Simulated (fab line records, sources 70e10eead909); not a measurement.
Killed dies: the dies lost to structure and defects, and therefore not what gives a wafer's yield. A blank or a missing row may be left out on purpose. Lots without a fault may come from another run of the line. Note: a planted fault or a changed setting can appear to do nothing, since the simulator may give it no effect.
Chamber matching	flow nand harc	cmp-03 running NHARC_P_BONDPAD_CMP_32: 4 sister chambers
The step polishes SiCN, target thk 200 nm. 4 wafers are shown with their chamber, then 9 later ones without.

WAFERS, EACH WITH ITS CHAMBER
wafer	chamber	motor current A (A)
L080.6	2	13.1
L082.5	0	12.6
L085.3	1	13.0
L085.5	3	14.1

WAFERS WITH NO CHAMBER GIVEN
wafer	motor current A (A)
L086.1	13.3
L086.2	12.6
L086.3	13.7
L088.1	13.3
L088.5	14.0
L088.6	11.9
L092.2	13.6
L092.3	12.6
L092.6	12.5

WHICH CHAMBER EACH ONE RAN IN
wafer	from the rows above	in truth
L086.1	can't be placed: 2 or 1 or 0 or 3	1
L086.2	can't be placed: 0 or 1 or 2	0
L086.3	can't be placed: 3 or 2 or 1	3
L088.1	can't be placed: 2 or 1 or 0 or 3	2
L088.5	3	3
L088.6	can't be placed: 0 or 1 or 2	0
L092.2	can't be placed: 2 or 3 or 1 or 0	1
L092.3	can't be placed: 0 or 1 or 2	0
L092.6	can't be placed: 0 or 1 or 2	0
Placed correctly: 1 of 9. Not placeable from these rows: 8 (in 8, the candidates include the true chamber). Placed wrongly: 0.
How it was worked out, from the rows above alone: a wafer's distance from a chamber is the root of the sum, over the readings, of the square of ((its reading less the chamber's mean) divided by the reading's scatter). If the next closest chamber is less than 2 further off than the closest, the wafer can't be placed; otherwise it belongs to the closest. The mean given for a chamber averages the wafers shown for that chamber. The scatter: with one shown wafer a chamber, the root of the mean of the squares of how far each hidden wafer lies from its nearest shown one.
